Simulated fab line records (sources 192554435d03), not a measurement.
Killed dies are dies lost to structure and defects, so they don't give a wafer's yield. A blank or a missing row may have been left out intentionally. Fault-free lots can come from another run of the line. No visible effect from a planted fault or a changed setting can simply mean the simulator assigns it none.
Which tool did it? + flow n5Finfet + 72 wafers from 24 lots sampled at 6 of the route's 1938 steps

== WHAT THE GAUGES SHOWED, per wafer ==
N5_BEOL_M8_INSPECT_58: inspects for defects (darkfield). Usual: 70 for rawDefectCount, sd 23.
| lot  | measured     | on               | rawDefectCount | flag |
|------|--------------|------------------|----------------|------|
| L074 | day 10 16:05 | defectInspect-01 | 40 142 69      |      |
| L075 | day 10 16:12 | defectInspect-01 | 77 94 109      |      |
| L076 | day 10 23:54 | defectInspect-01 | 58 77 75       |      |
| L078 | day 11 15:08 | defectInspect-01 | 102 103 115    |      |
| L077 | day 11 23:32 | defectInspect-02 | 40 58 45       |      |
| L079 | day 12 14:32 | defectInspect-01 | 83 103 85      |      |
| L080 | day 12 16:17 | defectInspect-01 | 57 64 51       |      |
| L081 | day 12 19:03 | defectInspect-01 | 73 86 66       |      |
| L082 | day 13 02:19 | defectInspect-01 | 52 67 41       |      |
| L083 | day 14 02:15 | defectInspect-01 | 66 80 51       |      |
| L084 | day 14 19:11 | defectInspect-02 | 51 100 107     |      |
| L085 | day 14 19:24 | defectInspect-01 | 53 32 33       |      |
| L088 | day 15 05:27 | defectInspect-01 | 96 103 68      |      |
| L086 | day 15 06:53 | defectInspect-02 | 68 57 51       |      |
| L087 | day 15 07:09 | defectInspect-01 | 109 58 64      |      |
| L089 | day 15 08:50 | defectInspect-02 | 45 78 57       |      |
| L092 | day 15 13:02 | defectInspect-01 | 82 51 79       |      |
| L090 | day 15 15:22 | defectInspect-01 | 41 70 55       |      |
| L091 | day 16 02:58 | defectInspect-02 | 43 46 55       |      |
| L094 | day 16 04:38 | defectInspect-01 | 83 94 80       |      |
| L093 | day 16 11:03 | defectInspect-01 | 63 66 43       |      |
| L095 | day 16 11:28 | defectInspect-01 | 33 73 57       |      |
| L096 | day 16 13:22 | defectInspect-01 | 45 72 67       |      |
| L097 | day 17 16:04 | defectInspect-02 | 36 71 46       |      |

N5_BEOL_M9_OVL_MEAS_12. Usual: for M9_OVL the level is -0.7 nm and the standard deviation is 0.62.
| lot  | measured     | on         | M9_OVL (nm)    | flag |
|------|--------------|------------|----------------|------|
| L074 | day 10 17:43 | overlay-02 | -0.3 0.3 -0.6  |      |
| L075 | day 10 18:32 | overlay-02 | -0.6 -0.1 0.1  |      |
| L076 | day 11 01:44 | overlay-01 | -1.4 -1.0 -1.4 |      |
| L078 | day 11 17:08 | overlay-02 | -1.2 -0.9 -0.9 |      |
| L077 | day 12 00:56 | overlay-01 | -0.4 -0.7 -1.2 |      |
| L079 | day 12 16:44 | overlay-01 | -0.1 0.0 -1.5  |      |
| L080 | day 12 18:59 | overlay-02 | -0.5 -1.4 -1.3 |      |
| L081 | day 12 20:22 | overlay-02 | -0.5 -0.5 -1.8 |      |
| L082 | day 13 04:01 | overlay-02 | -1.4 -2.0 -1.2 |      |
| L083 | day 14 04:36 | overlay-02 | -0.2 -0.2 -0.7 |      |
| L084 | day 14 23:49 | overlay-01 | -0.8 -1.8 -2.0 |      |
| L085 | day 14 23:59 | overlay-01 | -1.9 -0.3 -0.4 |      |
| L088 | day 15 07:29 | overlay-02 | 0.0 -1.5 0.2   |      |
| L086 | day 15 09:27 | overlay-02 | -0.5 -0.4 -0.4 |      |
| L087 | day 15 09:39 | overlay-02 | -0.4 -0.4 -0.7 |      |
| L089 | day 15 10:07 | overlay-02 | 0.5 0.1 0.3    |      |
| L092 | day 15 15:36 | overlay-01 | -1.0 -1.8 -1.0 |      |
| L090 | day 15 17:45 | overlay-02 | -1.1 0.0 -1.5  |      |
| L091 | day 16 04:46 | overlay-01 | -0.8 -1.7 -1.1 |      |
| L094 | day 16 08:19 | overlay-01 | 0.4 -0.9 -0.7  |      |
| L093 | day 16 12:47 | overlay-02 | -0.1 -0.7 -0.9 |      |
| L095 | day 16 15:13 | overlay-01 | -0.1 -0.4 -0.1 |      |
| L096 | day 16 15:22 | overlay-01 | -1.3 -0.3 -0.8 |      |
| L097 | day 17 20:40 | overlay-02 | -0.5 -1.3 -1.1 |      |

N5_BEOL_M9_OVL_MEAS_29. Usual: for V8_OVL the level is -0.3 nm and the standard deviation is 0.69.
| lot  | measured     | on         | V8_OVL (nm)    | flag |
|------|--------------|------------|----------------|------|
| L074 | day 10 19:56 | overlay-02 | 1.1 0.2 0.5    |      |
| L075 | day 10 19:46 | overlay-01 | 0.2 -0.1 0.0   |      |
| L076 | day 11 02:53 | overlay-01 | -1.5 -1.0 -0.6 |      |
| L078 | day 11 19:48 | overlay-02 | -1.2 -0.3 -2.3 |      |
| L077 | day 12 03:59 | overlay-02 | -0.7 0.0 0.3   |      |
| L079 | day 12 17:43 | overlay-01 | -0.8 0.2 -1.1  |      |
| L080 | day 12 22:31 | overlay-02 | 1.2 0.1 0.1    |      |
| L081 | day 12 22:47 | overlay-02 | 0.2 -0.8 -0.3  |      |
| L082 | day 13 05:23 | overlay-01 | -0.8 -2.0 -0.9 |      |
| L083 | day 14 05:27 | overlay-01 | -0.8 -1.4 -0.9 |      |
| L084 | day 15 01:53 | overlay-01 | -0.4 -0.9 0.0  |      |
| L085 | day 15 01:43 | overlay-01 | -0.2 0.5 -0.2  |      |
| L088 | day 15 08:21 | overlay-02 | 0.2 0.8 -0.3   |      |
| L086 | day 15 10:25 | overlay-02 | -0.6 -0.7 -0.1 |      |
| L087 | day 15 10:29 | overlay-02 | -0.3 -1.4 0.5  |      |
| L089 | day 15 13:29 | overlay-02 | -0.2 -1.2 -0.4 |      |
| L092 | day 15 20:44 | overlay-02 | 0.5 -0.1 0.2   |      |
| L090 | day 15 20:55 | overlay-02 | 0.0 -0.3 -0.9  |      |
| L091 | day 16 06:56 | overlay-02 | 0.4 -0.5 -0.5  |      |
| L094 | day 16 10:14 | overlay-01 | -0.8 -1.6 -1.3 |      |
| L093 | day 16 13:43 | overlay-02 | 0.8 0.7 -0.3   |      |
| L095 | day 16 17:28 | overlay-02 | 0.4 -1.1 0.2   |      |
| L096 | day 16 17:30 | overlay-01 | -0.8 -0.2 1.4  |      |
| L097 | day 18 00:29 | overlay-02 | 0.6 -1.3 -0.8  |      |

N5_BEOL_M10_INSPECT_13: inspects for defects (brightfield). Usual: 410 for rawDefectCount, sd 87.
| lot  | measured     | on               | rawDefectCount | flag |
|------|--------------|------------------|----------------|------|
| L074 | day 11 01:44 | defectInspect-02 | 404 338 239    |      |
| L075 | day 11 01:35 | defectInspect-01 | 397 324 531    |      |
| L076 | day 11 07:07 | defectInspect-02 | 497 306 526    |      |
| L078 | day 12 00:34 | defectInspect-01 | 483 304 278    |      |
| L077 | day 12 09:16 | defectInspect-02 | 424 495 481    |      |
| L079 | day 12 23:57 | defectInspect-01 | 442 348 453    |      |
| L080 | day 13 03:49 | defectInspect-01 | 417 594 367    |      |
| L081 | day 13 04:00 | defectInspect-01 | 350 375 351    |      |
| L082 | day 13 12:05 | defectInspect-01 | 750 491 519    |      |
| L083 | day 14 10:35 | defectInspect-01 | 387 352 280    |      |
| L084 | day 15 07:19 | defectInspect-01 | 290 443 333    |      |
| L085 | day 15 07:10 | defectInspect-02 | 393 400 315    |      |
| L088 | day 15 12:28 | defectInspect-02 | 450 384 386    |      |
| L086 | day 15 17:46 | defectInspect-01 | 325 368 412    |      |
| L087 | day 15 17:48 | defectInspect-01 | 354 491 468    |      |
| L089 | day 15 21:54 | defectInspect-02 | 318 395 287    |      |
| L092 | day 16 01:55 | defectInspect-02 | 454 373 340    |      |
| L090 | day 16 03:04 | defectInspect-01 | 438 513 516    |      |
| L091 | day 16 12:37 | defectInspect-01 | 313 427 407    |      |
| L094 | day 16 15:26 | defectInspect-01 | 378 582 432    |      |
| L093 | day 16 19:13 | defectInspect-02 | 383 541 403    |      |
| L095 | day 17 01:02 | defectInspect-02 | 487 390 378    |      |
| L096 | day 17 01:41 | defectInspect-02 | 439 532 420    |      |
| L097 | day 18 05:49 | defectInspect-01 | 415 488 513    |      |

== EACH LOT AND THE TOOL THAT RAN IT (in order: tool; ch and the chambers of the sampled wafers; start) ==
| lot  | N5_BEOL_M8_CURE_75           | N5_BEOL_M8_DEP_56               |
|------|------------------------------|---------------------------------|
| L074 | uvCure-03 ch 2, day 10 13:58 | pecvd-01 ch 0,1,2, day 10 15:59 |
| L075 | uvCure-03 ch 1, day 10 14:16 | pecvd-03 ch 0,1, day 10 16:06   |
| L076 | uvCure-02 ch 1, day 10 20:48 | pecvd-04 ch 0,1, day 10 23:48   |
| L078 | uvCure-03 ch 0, day 11 12:16 | pecvd-01 ch 0,1,2, day 11 15:02 |
| L077 | uvCure-01 ch 1, day 11 20:33 | pecvd-01 ch 0,2, day 11 23:26   |
| L079 | uvCure-01 ch 2, day 12 12:33 | pecvd-03 ch 0,1,2, day 12 14:27 |
| L080 | uvCure-02 ch 1, day 12 12:35 | pecvd-03 ch 0,2, day 12 16:11   |
| L081 | uvCure-02 ch 0, day 12 15:10 | pecvd-04 ch 0,1,2, day 12 18:57 |
| L082 | uvCure-03 ch 2, day 13 00:07 | pecvd-01 ch 0,1, day 13 02:13   |
| L083 | uvCure-03 ch 2, day 13 22:28 | pecvd-03 ch 0,1, day 14 02:09   |
| L084 | uvCure-02 ch 2, day 14 14:56 | pecvd-03 ch 0,1,2, day 14 19:06 |
| L085 | uvCure-01 ch 1, day 14 14:57 | pecvd-03 ch 0,1, day 14 19:18   |
| L088 | uvCure-01 ch 2, day 15 02:38 | pecvd-04 ch 0,1,2, day 15 05:22 |
| L086 | uvCure-01 ch 2, day 15 04:07 | pecvd-03 ch 1,2, day 15 06:47   |
| L087 | uvCure-02 ch 2, day 15 04:10 | pecvd-01 ch 1,2, day 15 07:04   |
| L089 | uvCure-03 ch 0, day 15 06:07 | pecvd-01 ch 1,2, day 15 08:44   |
| L092 | uvCure-03 ch 2, day 15 10:59 | pecvd-04 ch 1,2, day 15 12:56   |
| L090 | uvCure-03 ch 1, day 15 12:14 | pecvd-03 ch 0,1,2, day 15 15:17 |
| L091 | uvCure-01 ch 2, day 16 00:20 | pecvd-03 ch 0,1,2, day 16 02:52 |
| L094 | uvCure-03 ch 1, day 16 01:50 | pecvd-04 ch 1,2, day 16 04:31   |
| L093 | uvCure-03 ch 0, day 16 08:11 | pecvd-03 ch 0,2, day 16 10:58   |
| L095 | uvCure-01 ch 0, day 16 08:22 | pecvd-01 ch 0,2, day 16 11:22   |
| L096 | uvCure-03 ch 1, day 16 11:14 | pecvd-03 ch 0,1,2, day 16 13:16 |
| L097 | uvCure-02 ch 1, day 17 13:54 | pecvd-04 ch 0,2, day 17 15:58   |
- N5_BEOL_M8_CURE_75: cures SiCOH lowk, time 120 s.
- N5_BEOL_M8_DEP_56: deposits SiCN from 3MS/NH3, target thk 10 nm, time 17.5 s.

== WHAT THE TOOLS THEMSELVES READ (means of the sampled wafers that have a number; where no wafer has one, the mark that the record gives instead) ==
N5_BEOL_M8_CURE_75. Usual: lampPowerPct 52.31 %, standard deviation 0.053; wafer_temp_C_max 371.9, standard deviation 0.58.
| lot  | tool      | lampPowerPct (%) | wafer_temp_C_max | flag |
|------|-----------|------------------|------------------|------|
| L074 | uvCure-03 | 52.31            | 372.3            |      |
| L075 | uvCure-03 | 52.34            | 371.9            |      |
| L076 | uvCure-02 | 52.34            | 372.2            |      |
| L078 | uvCure-03 | 52.26            | 371.3            |      |
| L077 | uvCure-01 | 52.39            | 372.3            |      |
| L079 | uvCure-01 | 52.39            | 371.3            |      |
| L080 | uvCure-02 | 52.27            | 372.2            |      |
| L081 | uvCure-02 | 52.33            | 371.8            |      |
| L082 | uvCure-03 | 52.35            | 372.3            |      |
| L083 | uvCure-03 | 52.33            | 371.6            |      |
| L084 | uvCure-02 | 52.27            | 372.5            |      |
| L085 | uvCure-01 | 52.31            | 372.5            |      |
| L088 | uvCure-01 | 52.35            | 371.5            |      |
| L086 | uvCure-01 | 52.30            | 371.1            |      |
| L087 | uvCure-02 | 52.32            | 372.6            |      |
| L089 | uvCure-03 | 52.28            | 371.4            |      |
| L092 | uvCure-03 | 52.30            | 372.0            |      |
| L090 | uvCure-03 | 52.34            | 372.5            |      |
| L091 | uvCure-01 | 52.34            | 371.4            |      |
| L094 | uvCure-03 | 52.26            | 372.6            |      |
| L093 | uvCure-03 | 52.28            | 371.3            |      |
| L095 | uvCure-01 | 52.39            | 371.6            |      |
| L096 | uvCure-03 | 52.35            | 372.2            |      |
| L097 | uvCure-02 | 52.31            | 372.4            |      |

N5_BEOL_M8_DEP_56. Usual: showerheadPlenumPTorr 3.656 Torr, standard deviation 0.0099; throttleValvePct 9.0 %, standard deviation 0.48.
| lot  | tool     | showerheadPlenumPTorr (Torr) | throttleValvePct (%) | flag |
|------|----------|------------------------------|----------------------|------|
| L074 | pecvd-01 | 3.662                        | 9.2                  |      |
| L075 | pecvd-03 | 3.657                        | 8.8                  |      |
| L076 | pecvd-04 | 3.657                        | 9.8                  |      |
| L078 | pecvd-01 | 3.659                        | 9.1                  |      |
| L077 | pecvd-01 | 3.664                        | 8.8                  |      |
| L079 | pecvd-03 | 3.655                        | 8.7                  |      |
| L080 | pecvd-03 | 3.657                        | 8.8                  |      |
| L081 | pecvd-04 | 3.654                        | 9.3                  |      |
| L082 | pecvd-01 | 3.647                        | 9.3                  |      |
| L083 | pecvd-03 | 3.658                        | 8.7                  |      |
| L084 | pecvd-03 | 3.659                        | 8.8                  |      |
| L085 | pecvd-03 | 3.648                        | 8.7                  |      |
| L088 | pecvd-04 | 3.649                        | 9.4                  |      |
| L086 | pecvd-03 | 3.654                        | 8.9                  |      |
| L087 | pecvd-01 | 3.663                        | 9.0                  |      |
| L089 | pecvd-01 | 3.669                        | 8.7                  |      |
| L092 | pecvd-04 | 3.654                        | 9.5                  |      |
| L090 | pecvd-03 | 3.659                        | 8.9                  |      |
| L091 | pecvd-03 | 3.655                        | 8.8                  |      |
| L094 | pecvd-04 | 3.650                        | 9.3                  |      |
| L093 | pecvd-03 | 3.654                        | 8.8                  |      |
| L095 | pecvd-01 | 3.658                        | 9.1                  |      |
| L096 | pecvd-03 | 3.656                        | 8.7                  |      |
| L097 | pecvd-04 | 3.651                        | 9.2                  |      |

== THE ANSWER, worked out from the rows above alone ==
Rule: a lot counts as off when the mean over its wafers that have a number is more than 3 standard deviations away from the usual mean. Also off: a lot with no number at a reading for which 4 or more lots have one. All remaining lots with rows at the step are treated as sound. Order of review: gauges by route order, followed by the tools' own readings, for which a lot's mean as printed above is used. At the first step where some lot is off, the reading lying furthest off is the one used; lots without a number count as furthest.
No lot is off at any reading shown: from this, nothing can be told.

== WHAT THE SIMULATOR PUT IN ==
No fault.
